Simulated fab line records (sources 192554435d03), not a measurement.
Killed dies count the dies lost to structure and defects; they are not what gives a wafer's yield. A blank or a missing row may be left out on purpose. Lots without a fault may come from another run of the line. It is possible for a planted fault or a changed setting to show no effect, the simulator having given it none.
fab line records	flow n5-finfet
record lots=9	wafers=27	last-day=18
route steps=1938 shown GATE_CUT@497 MOL_CONTACT_COAG@518 BEOL_M4@1111
lots that met no fault: from a run of the same line without faults
start-h: hours from the record's opening day to when the first of the lot's shown wafers began	wait-h: hours since the lot's step before	" the same as in the row above	L1.1+2: a row that stands for several wafers	- no value present, or no start provided	* or withheld: withheld	< > ~ a bound
route shown NAME@n: NAME is a module with steps in the file, n the number in the route of the first one	usual: mean and standard deviation over wafers with no fault	same: alike in all rows	chamber/n: place in a boat	sites: the reading at each site	_std_site: their standard deviation	_edge_site: mean of outer sites minus mean of inner sites	radius-mm: how far each site lies from the wafer's centre	mask NAME#n: copy n	behind: the most recent tool/chamber to have shaped the wafer	hold: reason for holding the lot/hours on hold/outcome of the hold	device: which transistor (n, p or np) failed to switch	end of line: tests run on the same wafers once the route is complete	a step without rows: its recipe alone	killed: not the wafer's yield, but the dies lost to structure and defects at the first sort	map: the dies of a wafer, with x for killed, . for not killed, _ for no die there
set.NAME: the setting that was run; set.NAME@STEP: the one run at that earlier step	model.NAME: the simulator's own value behind a step, which no gauge read
route steps across a sampled set of lots; one table per step, one row per wafer
services: the hour from which a tool's chamber was out of use, counted from the record's first day as start-h (under 0 if before that day), plus the number of hours and why
## steps
# step N5_GATE_CUT_STRIP_41
# recipe chemistry=CF4	resist=SiARC	power-w=300	bias-power-w=75	pressure-mtorr=50	cf4-flow-sccm=150	rf-frequency-hz=6e+07
# usual drypump-motor-current-A=5.6/0.51	oes-product-au=0.175/0.017	rf-vpp-V=271.1/1.3	showerhead-plenum-p-Torr=1.80/0.045	throttle-valve-pct=13.73/0.26
lot.wafer	tool	chamber	start-h	wait-h	drypump-motor-current-A	oes-product-au	rf-hours-counter-h	rf-vpp-V	showerhead-plenum-p-Torr	throttle-valve-pct
L345.3	rie-diel-06	2	92.01	0.0	4.8	0.151	233	272.3	1.84	13.71
L345.4	"	3	"	"	5.2	0.174	134	269.4	1.74	13.86
L345.6	"	2	"	"	4.8	0.158	-	271.0	1.84	13.73
L346.1	rie-diel-02	0	101.16	0.0	6.0	0.177	152	270.8	1.79	13.89
L346.3	"	2	"	"	5.8	0.162	203	270.2	1.80	13.57
L346.6	"	0	"	"	6.0	0.182	-	270.8	1.79	13.89
L348.2	rie-diel-04	2	116.74	0.0	6.1	0.158	204	271.5	1.85	13.95
L348.4	"	3	"	"	5.3	0.166	190	272.5	1.85	13.51
L348.5	"	2	"	"	6.1	0.162	-	272.0	1.85	13.92
L352.2	rie-diel-04	3	138.80	0.0	5.3	0.166	196	273.3	1.85	13.54
L352.4	"	1	"	"	6.4	0.185	96	271.3	1.82	13.39
L352.6	"	2	"	"	6.1	0.162	-	273.3	1.85	13.94
L354.1	rie-diel-04	1	144.58	0.0	6.4	0.185	98	271.6	1.82	13.38
L354.3	"	0	"	"	5.6	0.165	239	270.3	1.78	14.14
L354.4	"	3	"	"	5.3	0.164	198	273.0	1.85	13.53
L362.2	rie-diel-06	3	194.46	0.0	5.3	0.177	171	271.7	1.73	13.94
L362.5	"	3	"	"	5.3	0.173	-	270.1	1.73	13.96
L362.6	"	0	"	"	5.4	0.195	-	270.2	1.77	13.73
L363.3	rie-diel-04	3	200.49	0.0	5.3	0.165	-	272.7	1.84	13.57
L363.4	"	1	"	"	6.5	0.179	-	270.7	1.81	13.41
L363.5	"	3	"	"	5.3	0.165	-	272.5	1.84	13.57
L367.1	rie-diel-04	0	225.18	0.0	5.6	0.216	6	270.9	1.78	13.60
L367.4	"	3	"	"	5.3	0.158	222	272.2	1.84	13.58
L367.5	"	3	"	"	5.2	0.166	-	273.7	1.84	13.59
L366.1	rie-diel-02	3	225.70	0.0	5.0	0.173	145	267.4	1.74	14.04
L366.2	"	0	"	"	6.0	0.172	187	270.4	1.78	13.98
L366.3	"	2	"	"	5.8	0.157	240	270.1	1.79	13.67
# step N5_GATE_CUT_CUT_ETCH_53
# recipe chemistry=SF6/Cl2	target=W	mask-material=SiO2	target-depth-a=792	pressure-mtorr=8	icp-w=900	bias-w=80	SF6_flow_sccm=40	Cl2_flow_sccm=60	ends=cleared
# usual drypump-motor-current-A=5.6/0.39	etch-rf-on-time-s=25.6/1	oes-product-au=0.68/0.12	throttle-valve-pct=28.8/0.3
lot.wafer	tool	chamber	start-h	wait-h	drypump-motor-current-A	etch-rf-on-time-s	oes-product-au	rf-hours-counter-h	throttle-valve-pct
L345.3	rie-metal-02	0	92.20	0.1	5.7	27.0	0.58	-	29.1
L345.4	"	1	"	"	5.4	24.4	0.87	-	28.7
L345.6	"	1	"	"	5.4	24.5	0.88	-	28.7
L346.1	rie-metal-02	1	101.33	0.1	5.4	24.5	0.86	7	28.7
L346.3	"	0	"	"	5.7	27.1	0.57	-	29.1
L346.6	"	1	"	"	5.4	24.6	0.86	-	28.7
L348.2	rie-metal-01	0	116.90	0.1	6.4	27.1	0.53	138	28.8
L348.4	"	0	"	"	6.4	26.9	0.53	-	28.8
L348.5	"	0	"	"	6.4	26.9	0.53	-	28.8
L352.2	rie-metal-02	0	138.96	0.1	5.8	27.1	0.57	104	29.1
L352.4	"	0	"	"	5.7	27.0	0.57	-	29.1
L352.6	"	0	"	"	5.7	27.0	0.58	-	29.1
L354.1	rie-metal-01	0	144.75	0.1	6.4	27.4	0.52	141	28.9
L354.3	"	0	"	"	6.4	27.1	0.52	-	28.9
L354.4	"	1	"	"	5.9	24.8	0.76	-	29.1
L362.2	rie-metal-02	1	194.63	0.1	5.4	24.3	0.83	14	28.7
L362.5	"	1	"	"	5.4	24.3	0.83	-	28.7
L362.6	"	0	"	"	5.7	27.0	0.57	-	29.1
L363.3	rie-metal-02	1	200.74	0.1	5.4	24.4	0.84	-	28.7
L363.4	"	0	"	"	5.8	26.9	0.57	-	29.1
L363.5	"	1	"	"	5.4	24.5	0.83	-	28.7
L367.1	rie-metal-03	1	225.35	0.1	5.8	26.0	0.57	109	28.3
L367.4	"	1	"	"	5.8	25.8	0.57	-	28.3
L367.5	"	0	"	"	4.7	25.4	0.66	-	29.0
L366.1	rie-metal-01	1	225.87	0.1	5.9	24.9	0.75	29	29.1
L366.2	"	0	"	"	6.4	26.7	0.83	3	29.0
L366.3	"	1	"	"	5.9	24.9	0.74	-	29.1
# step N5_GATE_CUT_VAPOR_ETCH_48
# recipe chemistry=BCl3/Cl2	target=TiN	mode=isotropic
# usual drypump-motor-current-A=5.6/0.39	oes-product-au=0.75/0.13
lot.wafer	tool	chamber	start-h	wait-h	drypump-motor-current-A	oes-product-au
L345.3	rie-metal-02	0	92.37	0.0	5.7	0.64
L345.4	"	1	"	"	5.4	0.94
L345.6	"	1	"	"	5.4	0.95
L346.1	rie-metal-02	1	101.51	0.0	5.4	0.94
L346.3	"	0	"	"	5.7	0.64
L346.6	"	1	"	"	5.4	0.95
L348.2	rie-metal-01	0	117.08	0.0	6.4	0.59
L348.4	"	0	"	"	6.4	0.58
L348.5	"	0	"	"	6.4	0.58
L352.2	rie-metal-02	0	139.14	0.0	5.7	0.63
L352.4	"	0	"	"	5.8	0.63
L352.6	"	0	"	"	5.7	0.63
L354.1	rie-metal-01	0	144.93	0.0	6.4	0.58
L354.3	"	0	"	"	6.4	0.58
L354.4	"	1	"	"	5.8	0.83
L362.2	rie-metal-02	1	194.81	0.0	5.4	0.91
L362.5	"	1	"	"	5.4	0.90
L362.6	"	0	"	"	5.7	0.62
L363.3	rie-metal-02	1	200.91	0.0	5.4	0.90
L363.4	"	0	"	"	5.7	0.62
L363.5	"	1	"	"	5.4	0.90
L367.1	rie-metal-03	1	225.53	0.0	5.8	0.63
L367.4	"	1	"	"	5.8	0.63
L367.5	"	0	"	"	4.7	0.72
L366.1	rie-metal-01	1	226.05	0.0	5.9	0.81
L366.2	"	0	"	"	6.4	0.92
L366.3	"	1	"	"	5.9	0.81
# step N5_MOL_CONTACT_COAG_COAT_104
# recipe resist=SiARC	temp-c=220	time-s=60	spin-rpm=1500	resist-thk-nm=12
# usual spin-speed-rpm=1500.2/0.98
lot.wafer	tool	chamber	start-h	wait-h	spin-speed-rpm
L345.3	litho-track-03	0	98.98	-	1501.7
L345.4	"	0	"	"	1501.2
L345.6	"	0	"	"	1501.7
L346.1	litho-track-03	0	106.04	-	1500.8
L346.3	"	0	"	"	1499.9
L346.6	"	0	"	"	1498.8
L348.2	litho-track-05	0	119.91	-	1500.3
L348.4	"	0	"	"	1500.5
L348.5	"	0	"	"	1499.4
L352.2	litho-track-03	0	142.23	-	1501.2
L352.4	"	0	"	"	1500.8
L352.6	"	0	"	"	1500.2
L354.1	litho-track-04	0	147.75	-	1499.9
L354.3	"	0	"	"	1500.7
L354.4	"	0	"	"	1498.9
L362.2	litho-track-03	0	197.64	-	1589.4
L362.5	"	0	"	"	1587.5
L362.6	"	0	"	"	1589.2
L363.3	litho-track-03	0	203.73	-	1589.1
L363.4	"	0	"	"	1589.9
L363.5	"	0	"	"	1590.8
L367.1	litho-track-04	0	228.39	-	1502.4
L367.4	"	0	"	"	1500.6
L367.5	"	0	"	"	1500.5
L366.1	litho-track-05	0	228.94	-	1497.5
L366.2	"	0	"	"	1499.7
L366.3	"	0	"	"	1500.4
# step N5_BEOL_M4_RC_MEAS_101
# usual DIBL_N=35.4/2.1	DIBL_P=34.8/2.6	IOFF_N=0.15/0.037	IOFF_P=0.19/0.037	ION_N=677/16	ION_P=462/9.3	SS_N=71.4/0.75	SS_P=72.9/0.77	VT_N=250/3.7	VT_P=-251/3.5
lot.wafer	tool	chamber	start-h	wait-h	DIBL_N[mV/V]	DIBL_P[mV/V]	IOFF_N[nA/um]	IOFF_P[nA/um]	ION_N[uA/um]	ION_P[uA/um]	SS_N[mV/dec]	SS_P[mV/dec]	VT_N[mV]	VT_P[mV]
L345.3	prober-02	0	183.90	0.3	34.8	32.0	0.13	0.19	679	472	70.9	72.6	250	-248
L345.4	"	0	"	"	35.0	32.7	0.14	0.20	682	478	71.0	72.5	249	-250
L345.6	"	0	"	"	33.1	30.1	0.11	0.17	672	470	70.0	72.6	253	-251
L346.1	prober-01	0	197.97	0.0	35.3	35.4	0.15	0.19	690	464	71.8	73.3	245	-253
L346.3	"	0	"	"	36.9	36.0	0.16	0.18	677	453	71.4	72.7	250	-255
L346.6	"	0	"	"	31.4	29.3	0.09	0.12	657	449	70.0	71.3	256	-259
L348.2	prober-02	0	200.94	0.2	39.0	37.7	0.24	0.23	679	456	72.0	74.2	245	-248
L348.4	"	0	"	"	32.9	31.1	0.12	0.15	672	463	70.8	72.4	255	-252
L348.5	"	0	"	"	37.2	35.9	0.20	0.21	688	465	72.7	73.9	245	-248
L352.2	prober-01	0	226.06	0.2	35.4	34.8	0.16	0.21	662	463	71.6	72.6	246	-248
L352.4	"	0	"	"	33.4	32.0	0.12	0.17	666	464	71.6	72.0	251	-251
L352.6	"	0	"	"	37.0	37.2	0.20	0.26	682	465	73.0	73.6	245	-245
L354.1	prober-01	0	231.34	0.7	36.0	34.6	0.13	0.21	649	450	71.0	73.0	250	-251
L354.3	"	0	"	"	36.2	34.6	0.15	0.20	677	466	71.3	73.2	246	-252
L354.4	"	0	"	"	37.3	35.1	0.15	0.19	661	450	71.3	72.4	249	-251
L362.2	prober-01	0	283.74	0.2	33.2	32.4	0.11	0.15	670	451	70.2	72.3	255	-254
L362.5	"	0	"	"	36.7	37.0	0.16	0.20	692	469	71.6	73.0	251	-251
L362.6	"	0	"	"	34.9	35.9	0.14	0.20	669	463	70.1	73.3	251	-251
L363.3	prober-01	0	286.65	0.3	36.2	36.9	0.18	0.22	694	472	72.3	72.9	247	-249
L363.4	"	0	"	"	37.5	38.8	0.21	0.25	697	472	72.2	73.3	246	-249
L363.5	"	0	"	"	37.8	38.8	0.20	0.24	696	471	72.2	73.0	245	-245
L367.1	prober-02	0	326.03	0.0	38.0	40.0	0.22	0.26	710	477	72.6	73.7	242	-247
L367.4	"	0	"	"	36.1	37.1	0.18	0.23	701	476	71.7	73.3	247	-250
L367.5	"	0	"	"	36.0	36.9	0.17	0.21	689	467	71.4	73.6	246	-250
L366.1	prober-01	0	327.31	0.0	35.5	35.0	0.15	0.23	676	468	71.7	73.1	254	-243
L366.2	"	0	"	"	32.7	31.9	0.11	0.18	672	472	70.3	71.7	254	-247
L366.3	"	0	"	"	35.4	36.6	0.16	0.25	688	474	71.5	72.9	249	-244
## services
tool	chamber	start-h	hours	kind
rie-diel-02	3	87.44	2.6	repair
rie-diel-04	2	109.23	1.6	repair
litho-track-04	-	111.76	-	consumable-replace:filter
rie-diel-06	2	112.41	19.7	repair
rie-metal-03	0	118.19	7.1	repair
rie-metal-01	-	128.06	0.1	repair
rie-diel-04	0	138.95	5.4	repair
rie-diel-06	1	140.33	-	clean
rie-diel-06	1	140.33	-	consumable-replace:focus-ring
rie-metal-01	0	163.88	-	clean
rie-metal-01	0	163.88	36.8	scheduled-down
rie-metal-01	0	163.88	36.8	vent-cycle
rie-diel-02	1	177.11	5.9	repair
litho-track-03	-	179.30	-	consumable-replace:filter
rie-diel-06	1	184.00	81.3	repair
rie-diel-04	0	186.86	-	clean
rie-diel-04	0	186.86	-	consumable-replace:focus-ring
rie-diel-04	0	186.86	14.6	scheduled-down
rie-diel-04	0	186.86	14.6	vent-cycle
rie-diel-02	3	191.84	6.5	repair
rie-diel-04	2	198.53	2.8	repair
rie-metal-03	1	200.76	2.8	repair
rie-diel-06	2	218.19	13.6	repair
rie-diel-06	0	220.16	6.2	repair
## key
first-sign step=N5_MOL_CONTACT_COAG_COAT_104	reading=spin-speed-rpm	direction=up	sigmas=91	usual=*	struck=*
effect none on later readings
met-at N5_MOL_CONTACT_COAG_COAT_104
struck-lots L362,L363
not-acting-at N5_GATE_CUT_STRIP_41,N5_GATE_CUT_CUT_ETCH_53,N5_GATE_CUT_VAPOR_ETCH_48
onset-between 142.23 197.64
fault kind=process-parameter-drift	tool=litho-track-03	chamber=-	onset-h=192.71	steps=N5_MOL_CONTACT_COAG_COAT_104	channel=spin-rpm	offset=*	shape=step	end-h=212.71	acts-in=*	stated=*
